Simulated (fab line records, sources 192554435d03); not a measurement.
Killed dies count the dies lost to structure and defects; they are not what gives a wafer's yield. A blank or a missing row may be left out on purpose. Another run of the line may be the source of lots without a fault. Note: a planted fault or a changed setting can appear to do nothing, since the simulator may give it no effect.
Split-lot trial | flow n5 finfet | on a route of 1938 steps: 7 lots, 21 wafers read

== SPLIT DETAILS ==
At N5_WELL_APT_COAT_19 (resist thk 950 nm), the setting spin rpm was moved away from the recipe's 1357 rpm on 5 of the 21 wafers read, by -8.7% to +6.9%. The other wafers ran this setting at the recipe's value.

The reading is taken at the split's own step.

== THE READING ==
coat_of_WELL_APT_COAT_19.thk nm (the simulator's own value, which no gauge read), in nm, at N5_WELL_APT_COAT_19 (resist thk 950 nm). The file gives no usual value for it. The 16 wafers here that ran the recipe average 949.2 nm, standard deviation 1.8 nm.

wafer  | tool, chamber at the split | spin rpm as run, rpm | against the recipe | coat_of_WELL_APT_COAT_19.thk nm, nm | against lot-mates on the recipe
L075.3 | litho track-01, 0          | 1357                 | recipe             | 949.6                               | -
L075.4 | litho track-01, 0          | 1357                 | recipe             | 950.2                               | -
L075.6 | litho track-01, 0          | 1357                 | recipe             | 946.5                               | -
L076.3 | litho track-03, 0          | 1239                 | -8.7%              | 993.3                               | +44.2
L076.5 | litho track-03, 0          | 1239                 | -8.7%              | 991.2                               | +42.1
L076.6 | litho track-03, 0          | 1357                 | recipe             | 949.1                               | -
L077.1 | litho track-04, 0          | 1357                 | recipe             | 953                                 | -
L077.2 | litho track-04, 0          | 1438                 | +6.0%              | 918.3                               | -34.7
L077.3 | litho track-04, 0          | 1438                 | +6.0%              | 922.8                               | -30.2
L080.2 | litho track-01, 0          | 1357                 | recipe             | 950.2                               | -
L080.3 | litho track-01, 0          | 1357                 | recipe             | 947.6                               | -
L080.5 | litho track-01, 0          | 1357                 | recipe             | 948                                 | -
L081.3 | litho track-01, 0          | 1357                 | recipe             | 948.6                               | -
L081.5 | litho track-01, 0          | 1357                 | recipe             | 947                                 | -
L081.6 | litho track-01, 0          | 1357                 | recipe             | 947.7                               | -
L083.1 | litho track-04, 0          | 1357                 | recipe             | 952.1                               | -
L083.3 | litho track-04, 0          | 1357                 | recipe             | 949.7                               | -
L083.4 | litho track-04, 0          | 1357                 | recipe             | 951.2                               | -
L093.1 | litho track-01, 0          | 1451                 | +6.9%              | 919.2                               | -28.8
L093.4 | litho track-01, 0          | 1357                 | recipe             | 949                                 | -
L093.5 | litho track-01, 0          | 1357                 | recipe             | 947                                 | -

FIT RESULTS
A straight line over all 21 wafers: coat_of_WELL_APT_COAT_19.thk nm changes by -4.8 nm for each +1% of spin rpm; r = -0.99; the points scatter about the line by 2 nm.
The same after taking each lot's own level away (the mean of its wafers on the recipe; 21 wafers): -4.94 nm for each +1%; r = -0.99; scatter 2 nm.
Per that fit: largest spin rpm move, reading shift of 43 nm.
The span of the lots' own levels, 947.77 to 953.00 nm, comes to 2.9 times the standard deviation stated above.
So the lot-to-lot level changes the slope little: the two slopes agree.
Check: with one of the wafers moved furthest among these (-8.7%) left out of the fit, the line predicts +42.4 nm for it against its lot-mates. It came out at +44.2 nm against them.

== OTHER SPLITS ON THESE WAFERS ==
These wafers also went through other splits before the reading. Each is held against what the fit with the lots' levels taken away leaves over:
other split on the same wafers  | wafers away from the commonest value | r with coat_of_WELL_APT_COAT_19.thk nm (lot level and that fit taken away)
N5_ZERO_LAYER_EXPOSE_08 dose mj | 7                                    | -0.30
N5_ZERO_LAYER_DESCUM_16 time s  | 7                                    | +0.10

== FILE'S OWN FIT ==
coat_of_WELL_APT_COAT_19.thk nm changes by -4.82 nm for each +1% of spin rpm, r = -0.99.
